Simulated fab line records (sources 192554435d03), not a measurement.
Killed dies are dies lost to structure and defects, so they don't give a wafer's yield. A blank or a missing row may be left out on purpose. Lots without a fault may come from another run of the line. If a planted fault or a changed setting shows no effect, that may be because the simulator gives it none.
Matching of chambers ; flow n5_finfet ; N5_BEOL_M3_ILD_DEP_00 on pecvd-04: 3 sister chambers
The step deposits SiOC from DEMS/O2, target thk 79 nm, time 15.3 s. 6 wafers are shown with their chamber, then 12 later ones without.

== WAFERS PAIRED WITH THEIR CHAMBERS ==
wafer;chamber;throttle_valve_pct (%);showerhead_plenum_p_Torr (Torr)
L081.6;2;11.2;5.678
L082.2;2;11.1;5.685
L082.5;1;11.7;5.700
L083.2;0;14.6;5.698
L083.5;0;14.7;5.692
L083.6;1;12.1;5.692

== WAFERS WITH NO CHAMBER GIVEN ==
wafer;throttle_valve_pct (%);showerhead_plenum_p_Torr (Torr)
L088.1;12.2;5.709
L088.3;11.1;5.665
L088.5;11.1;5.681
L093.1;11.2;5.679
L093.4;12.2;5.694
L093.5;14.9;5.676
L096.2;11.0;5.675
L096.3;12.4;5.687
L096.6;12.3;5.698
L097.1;12.0;5.692
L097.5;12.3;5.685
L097.6;11.1;5.679

== WHICH CHAMBER EACH ONE RAN IN ==
wafer;from the rows above;in truth
L088.1;1;1
L088.3;2;2
L088.5;2;2
L093.1;2;2
L093.4;1;1
L093.5;0;0
L096.2;2;2
L096.3;1;1
L096.6;1;1
L097.1;1;1
L097.5;1;1
L097.6;2;2
Correct placement for 12 of the 12. Number that these rows cannot place: 0. 0 placed wrongly.
How it was worked out, from the rows above alone: a wafer's distance from a chamber is the root of the sum, over the readings, of the square of ((its reading less the chamber's mean) divided by the reading's scatter). The wafer belongs to the nearest chamber; if the next one is less than 2 further off, it can't be placed. Each chamber's mean is taken over the wafers shown for it. The scatter is the square root of a quotient: the sum, over the shown wafers, of each reading's squared deviation from its chamber's mean, divided by wafers minus chambers.
